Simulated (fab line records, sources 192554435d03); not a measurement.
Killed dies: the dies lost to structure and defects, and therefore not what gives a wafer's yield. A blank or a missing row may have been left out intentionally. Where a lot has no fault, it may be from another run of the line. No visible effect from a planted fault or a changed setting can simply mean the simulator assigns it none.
Which tool did it?	flow n5 finfet	35 wafers from 12 lots sampled at 2 of the route's 1938 steps

== WHAT EACH GAUGE READ, for each wafer ==
N5_BEOL_M12_OVL_MEAS_11.
lot	measured	on	V11_OVL (nm)
L801	day 11 12:34	overlay-02	6 4 9
L800	day 12 07:41	overlay-02	4 0 4
L802	day 12 14:41	overlay-02	3 0 14
L808	day 13 04:44	overlay-02	8 8 12
L804	day 13 11:04	overlay-02	1 -2 1
L805	day 13 17:40	overlay-02	15 4 7
L806	day 13 18:05	overlay-02	-1 -1 -1
L812	day 14 11:27	overlay-02	8 5
L815	day 15 05:18	overlay-02	12 14 18
L817	day 16 02:14	overlay-02	1 7 1
L818	day 16 05:26	overlay-01	0 -5 1
L822	day 17 13:52	overlay-02	-5 -4 -3

N5_BEOL_M12_CD_MEAS_28: the cd target is 160.2 nm.
lot	measured	on	cd nm (nm)
L801	day 11 13:26	cd sem-01	159.2 159.5 158.7
L800	day 12 08:42	cd sem-01	160.7 159.0 160.9
L802	day 12 15:34	cd sem-01	160.3 159.5 160.8
L808	day 13 05:37	cd sem-01	159.9 158.7 158.8
L804	day 13 12:07	cd sem-02	160.1 159.9 159.5
L805	day 13 18:40	cd sem-02	160.8 162.3 160.7
L806	day 13 18:58	cd sem-01	159.0 159.1 159.4
L812	day 14 12:27	cd sem-03	159.7 160.9
L815	day 15 06:19	cd sem-03	159.8 159.4 160.8
L817	day 16 03:26	cd sem-02	161.7 161.7 162.9
L818	day 16 06:19	cd sem-01	161.4 160.6 162.0
L822	day 17 14:53	cd sem-03	159.7 159.8 158.1

== EACH LOT AND THE TOOL THAT RAN IT (in order: tool; ch and the chambers of the sampled wafers; start) ==
No process step before these readings appears in the record.

== AS READ BY THE TOOLS THEMSELVES (means over the sampled wafers that have a number; for cases with no such wafer, the mark the record gives instead) ==
The record holds no such reading with a usual standard deviation.

== THE ANSWER, worked out from the rows above alone ==
Rule: usual is defined by the lots themselves. Put in order of their means at a reading, lots are off if they are a third of the lots or fewer, leave a main group of 4 or more, and stand apart from it by a gap of 3 or more times the standard deviation of the main group's means; of several such gaps the widest counts. A main group whose means are all the same, to the digits that the tables above print for the reading, isn't used. A lot without any number at a reading at which 4 lots or more have one is off too. Any other lot the step has rows for is counted as sound. The gauges are gone through in route order, then the tools' own readings, and for those a lot's mean is taken as printed above. The first step at which some lot is off is used, and at that step the reading that is off furthest; a lot without a number counts as furthest.
No lot is off on any of the readings shown, so nothing can be concluded from this.

== WHAT WAS PUT IN BY THE SIMULATOR ==
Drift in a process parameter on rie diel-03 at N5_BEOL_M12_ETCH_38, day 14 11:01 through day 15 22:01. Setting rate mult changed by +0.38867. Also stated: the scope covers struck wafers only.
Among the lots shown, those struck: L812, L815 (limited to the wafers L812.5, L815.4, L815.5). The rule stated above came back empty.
